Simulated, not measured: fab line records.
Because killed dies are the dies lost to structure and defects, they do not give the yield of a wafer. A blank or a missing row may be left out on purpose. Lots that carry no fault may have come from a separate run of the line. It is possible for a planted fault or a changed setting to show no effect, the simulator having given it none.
Commonality check across tools -- flow n5 finfet -- Sample size 10 lots and 29 wafers

WHY IT WAS OPENED
Of 10 lots, 2 have the reading RS_PWELL flagged at N5_BEOL_M4_RC_MEAS_101. Fault-free wafers read 3006 ohm/sq, with a standard deviation of 23.
Rule: a lot gets a flag if all its wafers with a number sit over 4 standard deviations from that mean, or if no wafer of it has a number. The rest of the lots are taken to be sound.

lot,measured,on,"RS_PWELL (ohm/sq), wafer by wafer",flag
L740,day 8 02:19,prober-02,2986 2998 3008,
L741,day 8 05:23,prober-02,2979 2973 2976,
L745,day 9 08:11,prober-02,3018 2979 3020,
L744,day 9 09:13,prober-01,3036 3008 3013,
L746,day 9 17:25,prober-01,3001 2987 2975,
L750,day 10 19:25,prober-01,3049 2985,
L754,day 12 11:37,prober-01,2728 2728 2741,FLAGGED
L753,day 12 16:50,prober-01,3030 3013 3025,
L755,day 12 21:28,prober-01,2979 3018 2989,
L756,day 12 22:21,prober-02,2693 2692 2702,FLAGGED
Average over the flagged lots: 2714 ohm/sq; offset from the usual -292 ohm/sq, equal to -13 standard deviations.

WHICH TOOL EACH LOT WENT THROUGH
3 process steps preceding the reading are held in the record, out of 1938 steps in the route. In each cell: the tool, then ch and the chambers that the sampled wafers went through, then the start.
lot,flag,N5_WELL_APT_IMPLANT_32,N5_WELL_APT_RTA_34,N5_FIN_SAQP_DENSIFY_62
L740,,"implanter-02 ch 0, day 1 21:16","rtp anneal-01 ch 0, day 1 22:36","rtp anneal-01 ch 0, day 2 03:59"
L741,,"implanter-01 ch 0, day 2 03:29","rtp anneal-01 ch 0, day 2 04:29","rtp anneal-01 ch 0, day 2 09:47"
L745,,"implanter-01 ch 0, day 3 03:17","rtp anneal-01 ch 0, day 3 03:47","rtp anneal-02 ch 0, day 3 10:36"
L744,,"implanter-02 ch 0, day 2 21:31","rtp anneal-01 ch 0, day 2 22:43","rtp anneal-02 ch 0, day 3 03:34"
L746,,"implanter-02 ch 0, day 3 09:43","rtp anneal-02 ch 0, day 3 10:11","rtp anneal-02 ch 0, day 3 16:59"
L750,,"implanter-02 ch 0, day 4 09:47","rtp anneal-01 ch 0, day 4 10:31","rtp anneal-01 ch 0, day 4 16:19"
L754,FLAGGED,"implanter-02 ch 0, day 5 09:42","rtp anneal-01 ch 0, day 5 10:11","rtp anneal-02 ch 0, day 5 15:22"
L753,,"implanter-01 ch 0, day 5 03:32","rtp anneal-02 ch 0, day 5 04:02","rtp anneal-02 ch 0, day 5 08:55"
L755,,"implanter-01 ch 0, day 5 15:35","rtp anneal-02 ch 0, day 5 16:05","rtp anneal-01 ch 0, day 5 20:29"
L756,FLAGGED,"implanter-02 ch 0, day 5 21:20","rtp anneal-01 ch 0, day 5 21:56","rtp anneal-01 ch 0, day 6 02:28"
What is done by these steps:
- N5_WELL_APT_IMPLANT_32
- N5_WELL_APT_RTA_34: time 10 s.
- N5_FIN_SAQP_DENSIFY_62: time 60 s.
- N5_BEOL_M4_RC_MEAS_101

FLAGGED OVER TOTAL, TOOL BY TOOL (the gauges that took the reading come last)
step,tool,lots run,flagged,share of the flagged lots,sound lots run after its first flagged lot
N5_WELL_APT_IMPLANT_32,implanter-01,4,0,none,-
N5_WELL_APT_IMPLANT_32,implanter-02,6,2,all,0
N5_WELL_APT_RTA_34,rtp anneal-01,7,2,all,0
N5_WELL_APT_RTA_34,rtp anneal-02,3,0,none,-
N5_FIN_SAQP_DENSIFY_62,rtp anneal-01,5,1,some,0
N5_FIN_SAQP_DENSIFY_62,rtp anneal-02,5,1,some,0
N5_BEOL_M4_RC_MEAS_101,prober-01,6,1,some,"2 (L753,L755)"
N5_BEOL_M4_RC_MEAS_101,prober-02,4,1,some,0

THE TABLE: WHAT IT ALLOWS
In 2 table rows, all flagged lots were run: implanter-02 (N5_WELL_APT_IMPLANT_32), rtp anneal-01 (N5_WELL_APT_RTA_34).
- implanter-02 at N5_WELL_APT_IMPLANT_32: 2 of its 6 lots flagged. A fault beginning between L750 (day 4 09:47), its last sound lot, and L754 (day 5 09:42), its first flagged one, fits the data. Its own readings (beam energy keV) fall more than 4 standard deviations out on all wafers of the flagged lots.
- rtp anneal-01 at N5_WELL_APT_RTA_34: 2 of its 7 lots flagged. A fault beginning between L750 (day 4 10:31), its last sound lot, and L754 (day 5 10:11), its first flagged one, fits the data.
Because each of these 2 tools fits a fault that began at some hour, counting lots does not separate them. More lots, or a look at what each step does to the wafer, might.

WHAT THE SIMULATOR HAD PUT IN
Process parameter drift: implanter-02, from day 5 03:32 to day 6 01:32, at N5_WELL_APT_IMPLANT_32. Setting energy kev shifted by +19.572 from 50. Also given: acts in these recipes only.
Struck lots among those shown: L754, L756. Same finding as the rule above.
